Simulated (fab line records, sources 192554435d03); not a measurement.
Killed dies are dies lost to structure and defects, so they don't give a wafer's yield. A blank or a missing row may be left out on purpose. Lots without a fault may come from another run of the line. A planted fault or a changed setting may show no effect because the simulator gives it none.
Which tool did it? | flow n5_finfet | 9 lots, 24 wafers sampled, at 1 step of a route of 1938

WHAT THE GAUGES READ, wafer by wafer
N5_FIN_SAQP_OVL_MEAS_17.
lot  | measured    | on         | FIN_CORE_OVL (nm)
L595 | day 3 16:58 | overlay-01 | 0.7 -1.3 -0.8
L596 | day 3 22:01 | overlay-02 | 0.5 2.2 0.6
L598 | day 4 11:13 | overlay-02 | 0.2 0.3 0.2
L599 | day 4 19:26 | overlay-02 | -0.6 0.6
L601 | day 5 04:47 | overlay-01 | -1.5 -0.9 -1.7
L607 | day 6 18:02 | overlay-02 | 0.1 -0.1
L609 | day 7 03:14 | overlay-02 | -1.7 -1.0 0.3
L610 | day 7 09:58 | overlay-02 | 0.6 -0.4
L611 | day 7 15:44 | overlay-02 | 0.4 -1.0 -0.2

WHICH TOOL RAN EACH LOT (tool, then ch and the chambers of the sampled wafers, then the start)
The record holds no process step before these readings.

THE ANSWER, worked out from the rows above alone
Rule: what is usual is taken from the lots themselves. Put in order of their means at a reading, lots are off if they are a third of the lots or fewer, leave a main group of 4 or more, and stand apart from it by a gap of 3 or more times the standard deviation of the main group's means; of several such gaps the widest counts. A main group whose means are all the same, to the digits that the tables above print for the reading, isn't used. A lot without any number at a reading at which 4 lots or more have one is off too. The other lots that the step has rows for count as sound.
No lot is off at any reading shown: from this, nothing can be told.

WHAT THE SIMULATOR HAD PUT IN
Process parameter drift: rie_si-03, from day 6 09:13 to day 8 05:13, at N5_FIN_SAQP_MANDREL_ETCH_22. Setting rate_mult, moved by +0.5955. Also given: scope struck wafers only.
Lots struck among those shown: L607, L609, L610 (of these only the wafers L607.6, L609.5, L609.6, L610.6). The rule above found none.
